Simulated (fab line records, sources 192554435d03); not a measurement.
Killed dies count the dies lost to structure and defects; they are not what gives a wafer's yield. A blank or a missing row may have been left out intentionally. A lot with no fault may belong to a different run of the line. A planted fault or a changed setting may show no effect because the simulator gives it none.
3 desks, one fault    flow n5Finfet    numbers are kept per desk, each desk with only its own; the story behind them comes last
Where a reading is given only as a bound, like >300, the bound stands for it, and a mean or a difference that rests on one is marked > or <: the true number lies beyond.

## AT THE METROLOGY DESK
What the gauges read, lot by lot, whatever tool the lot ran on: means of the sampled wafers that have a number. Any lot whose mean is over 4 standard deviations away from the usual mean is out of limits and marked OUT; that distance is given in the brackets. 7 of its 10 readings are shown, namely those furthest out on some lot.
Columns: A = DIBL_N at N5_BEOL_M4_RC_MEAS_101, usual 37.2 mV/V; B = IOFF_N at N5_BEOL_M4_RC_MEAS_101, usual 0.18 nA/um; C = ION_P at N5_BEOL_M4_RC_MEAS_101, usual 466 uA/um; D = SS_N at N5_BEOL_M4_RC_MEAS_101, usual 71.8 mV/dec; E = SS_P at N5_BEOL_M4_RC_MEAS_101, usual 73.5 mV/dec; F = VT_N at N5_BEOL_M4_RC_MEAS_101, usual 249 mV; G = VT_P at N5_BEOL_M4_RC_MEAS_101, usual -248 mV
lot   first seen here  A     B     C    D     E     F    G
L793  day 8 14:06      38.1  0.21  464  72.3  73.4  247  -249
L799  day 9 19:36      36.4  0.17  467  71.7  73.3  247  -249
L800  day 10 12:20     34.9  0.16  475  71.6  73.6  249  -243
L802  day 10 13:31     40.5  0.23  466  72.4  74.3  245  -246
L804  day 11 14:58     37.9  0.19  464  72.8  73.2  248  -246
L807  day 12 07:14     35.8  0.15  471  71.1  73.2  253  -247
L811  day 14 01:07     37.2  0.16  467  71.6  73.2  249  -249
L814  day 15 00:02     37.8  0.19  464  72.1  73.9  250  -247
This desk found nothing out of limits on any of the 8 lots.

## THE DEFECT DESK
Per lot, the means of the sampled wafers with a number show what the inspections along the route counted. Any lot whose mean is over 4 standard deviations away from the usual mean is out of limits and marked OUT; that distance is given in the brackets.
Columns: A = rawDefectCount at N5_BEOL_M0_SAQP_INSPECT_42, usual 289; B = rawDefectCount at N5_BEOL_M0_CUTY_INSPECT_59, usual 2.1
lot   first seen here  A    B
L793  day 6 02:46      269  2.3
L799  day 7 14:40      545  >298 (+99 or more) OUT
L800  day 7 17:55      510  >300 (+99 or more) OUT
L802  day 8 13:04      563  >297 (+99 or more) OUT
L804  day 9 22:45      355  1.7
L807  day 10 06:49     342  3.0
L811  day 11 12:11     256  3.3
L814  day 12 01:35     296  2.5
This desk's finding: out of limits on L799, L800, L802; first on L799, day 7 16:19 (rawDefectCount at N5_BEOL_M0_CUTY_INSPECT_59). Within limits: L793, L804, L807, L811, L814.

## TOOL OWNER'S DESK, aldSin-04
The tool's own readings at N5_BEOL_M0_SAQP_SPACER2_ALD_26 (deposits SiO2, target thk 15 nm, pulse time 1 s, purge time 2 s): means of the sampled wafers that have a number, for each lot that ran on this tool. Any lot whose mean is over 4 standard deviations away from the usual mean is out of limits and marked OUT; that distance is given in the brackets.
Columns: A = heaterPowerW at N5_BEOL_M0_SAQP_SPACER2_ALD_26, usual 483 W; B = precursorPulseHeightRel at N5_BEOL_M0_SAQP_SPACER2_ALD_26, usual 1.001
lot   first seen here  A    B
L799  day 7 13:21      559  1.016
L800  day 7 16:46      485  1.015
L802  day 8 11:42      505  0.983
This desk found nothing out of limits on any of the 3 lots.

## TAKEN TOGETHER
The defect desk could have raised an alarm at day 7 16:19, on L799, L800, L802.
The metrology desk saw nothing out of limits.
The desk of the tool owner found nothing out of limits.
The metrology desk has L799, L800, L802 on record, within its limits.
The tool owner's desk has L799, L800, L802 on record, within its limits.
N5_BEOL_M0_SAQP_SPACER2_ALD_26 was run on aldSin-04 by each of the lots named.

## WHAT HAD BEEN PUT IN BY THE SIMULATOR
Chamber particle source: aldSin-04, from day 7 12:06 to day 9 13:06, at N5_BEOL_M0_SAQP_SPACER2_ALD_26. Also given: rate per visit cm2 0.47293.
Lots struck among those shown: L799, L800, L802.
Hours from the fault's start to each desk's first reading out of limits: the defect desk, 4.
